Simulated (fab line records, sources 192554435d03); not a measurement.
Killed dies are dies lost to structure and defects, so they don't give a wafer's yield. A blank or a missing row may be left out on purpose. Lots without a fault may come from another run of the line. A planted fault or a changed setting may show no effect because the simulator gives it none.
Split-lot experiment | flow n5_finfet | 7 lots, 21 wafers read, on a route of 1938 steps

THE SPLIT
At N5_BEOL_M0_SAQP_CUT_ETCH_46 (etches SOC in N2/H2, target depth 135 nm, overetch 27 nm, time 202.5 s), the setting source_w was moved away from the recipe's 840 W on 12 of the 21 wafers read, by -12.8% to +18.0%. The other wafers ran this setting at the recipe's value.

The reading is taken at the split's own step.

THE READING
rf_vpp_V, in V, at N5_BEOL_M0_SAQP_CUT_ETCH_46 (etches SOC in N2/H2, target depth 135 nm, overetch 27 nm, time 202.5 s). Fault-free wafers of this fab line usually give 523.8 V, standard deviation 2.4 V.

wafer  | tool, chamber at the split | source_w as run, W | against the recipe | rf_vpp_V, V | against lot-mates on the recipe
L078.2 | rie_diel-05, 2             | 972.7              | +15.8%             | 499.8       | -27.3
L078.5 | rie_diel-05, 0             | 972.7              | +15.8%             | 500.0       | -27.1
L078.6 | rie_diel-05, 3             | 840                | recipe             | 527.1       | -
L080.2 | rie_diel-05, 3             | 840                | recipe             | 527.2       | -
L080.4 | rie_diel-05, 0             | 973.1              | +15.8%             | 500.8       | -24.4
L080.5 | rie_diel-05, 2             | 840                | recipe             | 523.2       | -
L081.1 | rie_diel-04, 3             | 991.2              | +18.0%             | 496.7       | no lot-mate on the recipe
L081.3 | rie_diel-04, 1             | 991.2              | +18.0%             | 496.7       | no lot-mate on the recipe
L081.4 | rie_diel-04, 0             | 991.2              | +18.0%             | 494.3       | no lot-mate on the recipe
L082.1 | rie_diel-02, 0             | 798.4              | -5.0%              | 534.8       | +9.8
L082.3 | rie_diel-02, 3             | 798.4              | -5.0%              | 533.6       | +8.6
L082.4 | rie_diel-02, 0             | 840                | recipe             | 525.0       | -
L084.1 | rie_diel-02, 3             | 840                | recipe             | 523.9       | -
L084.2 | rie_diel-02, 1             | 955.5              | +13.7%             | 498.5       | -25.4
L084.5 | rie_diel-02, 1             | 955.5              | +13.7%             | 498.0       | -25.9
L093.3 | rie_diel-05, 1             | 732.2              | -12.8%             | 547.0       | +21.5
L093.4 | rie_diel-05, 3             | 840                | recipe             | 525.5       | -
L093.5 | rie_diel-05, 2             | 732.2              | -12.8%             | 550.1       | +24.6
L094.2 | rie_diel-05, 2             | 840                | recipe             | 523.8       | -
L094.3 | rie_diel-05, 1             | 840                | recipe             | 521.8       | -
L094.4 | rie_diel-05, 3             | 840                | recipe             | 526.1       | -

THE FIT
A straight line over all 21 wafers: rf_vpp_V changes by -1.7 V for each +1% of source_w; r = -0.99; the points scatter about the line by 2.1 V.
The same after taking each lot's own level away (the mean of its wafers on the recipe; 18 wafers): -1.75 V for each +1%; r = -1.00; scatter 1.6 V.
On that fit, the largest move of source_w shifts the reading by 32 V.
The lots' own levels span 523.90 to 527.10 V, that is 1.3 times the standard deviation above.
So the lot-to-lot level changes the slope little: the two slopes agree.
Check: with one of the wafers moved furthest among these (+15.8%) left out of the fit, the line predicts -28.3 V for it against its lot-mates. It came out at -24.4 V against them.
Tool readings at the split's step, against how far the setting was moved: rf_vpp_V r = -0.99.

OTHER SPLITS ON THESE WAFERS
These wafers also went through other splits before the reading. Each is held against what the fit with the lots' levels taken away leaves over:
other split on the same wafers  | wafers away from the commonest value | r with rf_vpp_V (lot level and that fit taken away)
N5_BEOL_M0_SAQP_PECVD_04 time_s | 9                                    | -0.20

THE FILE'S OWN FIT
rf_vpp_V changes by -1.72 V for each +1% of source_w, r = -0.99.
